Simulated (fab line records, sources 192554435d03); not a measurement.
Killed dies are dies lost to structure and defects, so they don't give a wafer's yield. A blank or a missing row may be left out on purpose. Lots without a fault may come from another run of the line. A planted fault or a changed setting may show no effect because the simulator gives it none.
Split-lot experiment | flow n5_finfet | 7 lots, 21 wafers read, on a route of 1938 steps

THE SPLIT
At N5_FIN_SAQP_COAT_68 (time 60 s, resist thk 100 nm), the setting spin_rpm was moved away from the recipe's 1500 rpm on 5 of the 21 wafers read, by -8.8% to +4.0%. The other wafers ran this setting at the recipe's value.

The reading is taken at the split's own step.

THE READING
SOC_of_FIN_SAQP_COAT_68.thk_nm (the simulator's own value, which no gauge read), in nm, at N5_FIN_SAQP_COAT_68 (time 60 s, resist thk 100 nm). The file gives no usual value for it. The 16 wafers here that ran the recipe average 100.1 nm, standard deviation 0.28 nm.

wafer  | tool, chamber at the split | spin_rpm as run, rpm | against the recipe | SOC_of_FIN_SAQP_COAT_68.thk_nm, nm | against lot-mates on the recipe
L074.3 | litho_track-02, 0          | 1397                 | -6.9%              | 103.2                              | +3.3
L074.5 | litho_track-02, 0          | 1500                 | recipe             | 99.8                               | -
L074.6 | litho_track-02, 0          | 1500                 | recipe             | 100                                | -
L077.1 | litho_track-01, 0          | 1373                 | -8.5%              | 104.8                              | +5.1
L077.2 | litho_track-01, 0          | 1500                 | recipe             | 99.8                               | -
L077.3 | litho_track-01, 0          | 1500                 | recipe             | 99.6                               | -
L078.1 | litho_track-01, 0          | 1500                 | recipe             | 100                                | -
L078.4 | litho_track-01, 0          | 1500                 | recipe             | 100.6                              | -
L078.5 | litho_track-01, 0          | 1434                 | -4.4%              | 102.2                              | +1.9
L082.1 | litho_track-02, 0          | 1500                 | recipe             | 100.4                              | -
L082.2 | litho_track-02, 0          | 1500                 | recipe             | 100.4                              | -
L082.6 | litho_track-02, 0          | 1560                 | +4.0%              | 98.6                               | -1.8
L084.2 | litho_track-02, 0          | 1500                 | recipe             | 100.4                              | -
L084.4 | litho_track-02, 0          | 1500                 | recipe             | 100.2                              | -
L084.5 | litho_track-02, 0          | 1500                 | recipe             | 100                                | -
L093.1 | litho_track-02, 0          | 1368                 | -8.8%              | 104.6                              | +4.8
L093.4 | litho_track-02, 0          | 1500                 | recipe             | 100                                | -
L093.6 | litho_track-02, 0          | 1500                 | recipe             | 99.6                               | -
L094.2 | litho_track-02, 0          | 1500                 | recipe             | 100.2                              | -
L094.4 | litho_track-02, 0          | 1500                 | recipe             | 100                                | -
L094.5 | litho_track-02, 0          | 1500                 | recipe             | 100                                | -

THE FIT
A straight line over all 21 wafers: SOC_of_FIN_SAQP_COAT_68.thk_nm changes by -0.5 nm for each +1% of spin_rpm; r = -0.98; the points scatter about the line by 0.31 nm.
The same after taking each lot's own level away (the mean of its wafers on the recipe; 21 wafers): -0.533 nm for each +1%; r = -0.99; scatter 0.25 nm.
On that fit, the largest move of spin_rpm shifts the reading by 4.7 nm.
The lots' own levels span 99.70 to 100.40 nm, that is 2.5 times the standard deviation above.
So the lot-to-lot level changes the slope little: the two slopes agree.
Check: with one of the wafers moved furthest among these (-8.8%) left out of the fit, the line predicts +4.65 nm for it against its lot-mates. It came out at +4.8 nm against them.

OTHER SPLITS ON THESE WAFERS
These wafers also went through other splits before the reading. Each is held against what the fit with the lots' levels taken away leaves over:
other split on the same wafers | wafers away from the commonest value | r with SOC_of_FIN_SAQP_COAT_68.thk_nm (lot level and that fit taken away)
N5_WELL_APT_PEB_06 peb_time_s  | 8                                    | -0.73
N5_WELL_APT_DESCUM_13 time_s   | 5                                    | +0.21
N5_WELL_APT_PEB_23 peb_temp_c  | 9                                    | -0.12

THE FILE'S OWN FIT
SOC_of_FIN_SAQP_COAT_68.thk_nm changes by -0.534 nm for each +1% of spin_rpm, r = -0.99.
